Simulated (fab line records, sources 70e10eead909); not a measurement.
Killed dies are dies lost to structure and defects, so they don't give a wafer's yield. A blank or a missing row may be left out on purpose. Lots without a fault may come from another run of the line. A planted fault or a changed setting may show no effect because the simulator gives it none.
Which tool did it? | flow nand_harc | 13 lots, 39 wafers sampled, at 5 steps of a route of 1159

WHAT THE GAUGES READ, wafer by wafer
NHARC_HYBRID_BOND_OVL_MEAS_05.
lot  | measured     | on         | overlay_x_nm (nm) | overlay_y_nm (nm)
L482 | day 18 05:59 | overlay-01 | -4 -14 -10        | -55 -19 -39
L483 | day 18 20:41 | overlay-01 | 0 35 -1           | -2 9 13
L484 | day 18 20:41 | overlay-02 | -37 -13 -60       | -8 -34 15
L487 | day 18 20:43 | overlay-01 | -46 -67 8         | -48 7 -1
L485 | day 19 04:49 | overlay-01 | -13 -63 29        | 2 22 -12
L486 | day 19 20:24 | overlay-02 | -47 -12 -14       | 16 -29 54
L494 | day 21 05:21 | overlay-01 | -21 20 -47        | -8 -62 23
L493 | day 22 09:42 | overlay-01 | -10 15 13         | 8 -37 -4
L496 | day 22 09:42 | overlay-02 | 8 33 14           | -20 -74 32
L497 | day 22 09:43 | overlay-01 | -1 41 -58         | 14 -1 -43
L500 | day 22 18:40 | overlay-01 | 17 -70 17         | 51 49 -36
L502 | day 23 10:31 | overlay-02 | 23 -16 -3         | 23 -8 -47
L505 | day 24 04:57 | overlay-02 | -4 14 6           | 10 -2 45

NHARC_THIN_TSV_THK_MEAS_02: measures by ir.
lot  | measured     | on            | thk_nm (nm)
L482 | day 18 07:40 | film_metro-02 | 2733 2970 2597
L483 | day 18 23:35 | film_metro-01 | 2933 2945 3154
L484 | day 18 22:23 | film_metro-01 | 3238 3481 3481
L487 | day 19 00:49 | film_metro-01 | 2532 2888 2672
L485 | day 19 06:30 | film_metro-02 | 3188 3016 2917
L486 | day 19 22:07 | film_metro-02 | 2700 2384 2777
L494 | day 21 08:16 | film_metro-01 | 3102 3174 2880
L493 | day 22 12:35 | film_metro-01 | 3190 2886 2790
L496 | day 22 11:23 | film_metro-01 | 3286 2978 3349
L497 | day 22 13:47 | film_metro-01 | 2705 3003 2752
L500 | day 22 22:50 | film_metro-01 | 2945 2926 2930
L502 | day 23 13:23 | film_metro-01 | 3379 3305 3398
L505 | day 24 06:38 | film_metro-02 | 2936 3111 3331

NHARC_END_SORT_01.
lot  | measured     | on        | defect_limited_yield (%) | killed_at_array | killed_at_other | killed_at_periphery | killed_dies | killed_open | killed_short | sort_bin_2_pct (%) | sort_bin_3_pct (%) | sort_bin_4_pct (%) | sort_n_pass | sort_rim_yield_pct (%) | sort_yield_pct (%)
L487 | day 19 14:13 | prober-02 | 96.0 96.6 96.8           | 26 18 19        | 0 0 1           | 1 5 2               | 27 23 22    | 3 4 1       | 0 0 1        | 1.2 1.2 0.4        | 0 0.15 0           | 2.8 2.1 2.8        | 650 654 655 | 92.5 91.5 94.3         | 96.0 96.6 96.8
L486 | day 20 15:15 | prober-02 | 94.4 95.0 93.8           | 35 33 38        | 0 1 3           | 3 0 1               | 38 34 42    | 6 4 2       | 1 1 2        | 1.6 1.5 1.5        | 0.15 0.15 0.44     | 3.8 3.4 4.3        | 639 643 635 | 92.5 88.7 95.3         | 94.4 95.0 93.8
L494 | day 22 01:54 | prober-02 | 95.6 96.9 84.3           | 25 19 105       | 0 0 0           | 5 2 1               | 30 21 106   | 6 2 5       | 1 2 2        | 1.6 1.0 5.6        | 0 0 2.81           | 2.8 2.1 7.2        | 647 656 571 | 99.1 96.2 97.2         | 95.6 96.9 84.3
L493 | day 23 04:03 | prober-02 | 93.5 83.8 93.9           | 38 109 36       | 3 0 3           | 3 1 2               | 44 110 41   | 3 4 2       | 1 5 1        | 1.3 7.4 1.8        | 0.59 2.66 1.18     | 4.6 6.2 3.1        | 633 567 636 | 89.6 92.5 89.6         | 93.5 83.8 93.9
L496 | day 23 03:17 | prober-01 | 97.3 97.0 97.2           | 14 18 14        | 3 0 2           | 1 2 3               | 18 20 19    | 4 1 3       | 0 2 2        | 0.9 1.2 1.2        | 0.30 0 0.15        | 1.5 1.8 1.5        | 659 657 658 | 96.2 98.1 100.0        | 97.3 97.0 97.2
L502 | day 24 05:48 | prober-02 | 94.8 95.4 95.9           | 31 26 26        | 1 0 0           | 3 5 2               | 35 31 28    | 2 4 2       | 5 1 2        | 1.5 1.2 1.8        | 0.30 0.15 0.30     | 3.4 3.2 2.1        | 642 646 649 | 95.3 90.6 91.5         | 94.8 95.4 95.9
L505 | day 25 00:04 | prober-01 | 95.3 94.4 95.7           | 25 31 22        | 0 0 0           | 7 7 7               | 32 38 29    | 4 3 2       | 0 2 2        | 1.5 1.3 1.2        | 0.30 0.30 0.30     | 3.0 4.0 2.8        | 645 639 648 | 91.5 98.1 95.3         | 95.3 94.4 95.7

WHICH TOOL RAN EACH LOT (tool, then ch and the chambers of the sampled wafers, then the start)
lot  | NHARC_A_M1_PRE_CLEAN_30      | NHARC_THIN_TSV_DEP_43
L482 | pvd_sputter-03, day 17 13:19 | pecvd-02 ch 1,2, day 18 07:56
L483 | pvd_sputter-03, day 17 23:43 | pecvd-02 ch 0,2, day 18 23:51
L484 | pvd_sputter-03, day 18 00:26 | pecvd-03 ch 0,1, day 18 22:36
L487 | pvd_sputter-02, day 18 07:47 | pecvd-03 ch 0,1,2, day 19 01:06
L485 | pvd_sputter-02, day 18 09:49 | pecvd-01 ch 0,1, day 19 06:46
L486 | pvd_sputter-01, day 19 02:52 | pecvd-03 ch 1,2, day 19 22:25
L494 | pvd_sputter-03, day 20 12:27 | pecvd-02 ch 0,2, day 21 08:29
L493 | pvd_sputter-03, day 21 17:43 | pecvd-01 ch 0,1, day 22 12:51
L496 | pvd_sputter-01, day 21 18:20 | pecvd-02 ch 0,1,2, day 22 11:37
L497 | pvd_sputter-02, day 21 19:15 | pecvd-01 ch 0,2, day 22 14:03
L500 | pvd_sputter-01, day 22 03:51 | pecvd-01 ch 1,2, day 22 23:04
L502 | pvd_sputter-01, day 22 21:29 | pecvd-02 ch 0,1, day 23 13:37
L505 | pvd_sputter-02, day 23 13:16 | pecvd-01 ch 0,1,2, day 24 06:55
- NHARC_A_M1_PRE_CLEAN_30: time 30 s.
- NHARC_THIN_TSV_DEP_43: deposits SiO2, target thk 1328.5 nm.

WHAT THE TOOLS THEMSELVES READ (means of the sampled wafers that have a number; where no wafer has one, the mark that the record gives instead)
NHARC_A_M1_PRE_CLEAN_30.
lot  | tool           | heater_power_w (W)
L482 | pvd_sputter-03 | 444
L483 | pvd_sputter-03 | 432
L484 | pvd_sputter-03 | 423
L487 | pvd_sputter-02 | 372
L485 | pvd_sputter-02 | 427
L486 | pvd_sputter-01 | 408
L494 | pvd_sputter-03 | 431
L493 | pvd_sputter-03 | 428
L496 | pvd_sputter-01 | 396
L497 | pvd_sputter-02 | 402
L500 | pvd_sputter-01 | 382
L502 | pvd_sputter-01 | 382
L505 | pvd_sputter-02 | 430

NHARC_THIN_TSV_DEP_43.
lot  | tool     | throttle_valve_pct (%)
L482 | pecvd-02 | 16.2
L483 | pecvd-02 | 16.1
L484 | pecvd-03 | 16.0
L487 | pecvd-03 | 16.2
L485 | pecvd-01 | 16.2
L486 | pecvd-03 | 16.2
L494 | pecvd-02 | 16.1
L493 | pecvd-01 | 16.4
L496 | pecvd-02 | 16.2
L497 | pecvd-01 | 15.6
L500 | pecvd-01 | 16.0
L502 | pecvd-02 | 15.7
L505 | pecvd-01 | 16.2

THE ANSWER, worked out from the rows above alone
Rule: what is usual is taken from the lots themselves. Put in order of their means at a reading, lots are off if they are a third of the lots or fewer, leave a main group of 4 or more, and stand apart from it by a gap of 3 or more times the standard deviation of the main group's means; of several such gaps the widest counts. A main group whose means are all the same, to the digits that the tables above print for the reading, isn't used. A lot without any number at a reading at which 4 lots or more have one is off too. The other lots that the step has rows for count as sound. The gauges are gone through in route order, then the tools' own readings, and for those a lot's mean is taken as printed above. The first step at which some lot is off is used, and at that step the reading that is off furthest; a lot without a number counts as furthest.
Off: L494, L493, at NHARC_END_SORT_01 (sort_bin_3_pct). The main group: mean 0.20 %, standard deviation 0.089. Neither off nor sound, because the step has no rows for them: L482, L483, L484, L485, L497, L500.
A tool fits if, at a process step before that reading, it ran every lot that is off, and no sound lot after the first of them. The gauges at NHARC_END_SORT_01 are tried like those tools. One fits: pvd_sputter-03 at NHARC_A_M1_PRE_CLEAN_30. It ran no sound lot before its first lot that is off in this sample, so the start can't be narrowed down.

WHAT THE SIMULATOR HAD PUT IN
Chamber particle source: pvd_sputter-03, from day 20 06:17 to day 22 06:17, at NHARC_A_M1_PRE_CLEAN_30. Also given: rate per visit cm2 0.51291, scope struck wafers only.
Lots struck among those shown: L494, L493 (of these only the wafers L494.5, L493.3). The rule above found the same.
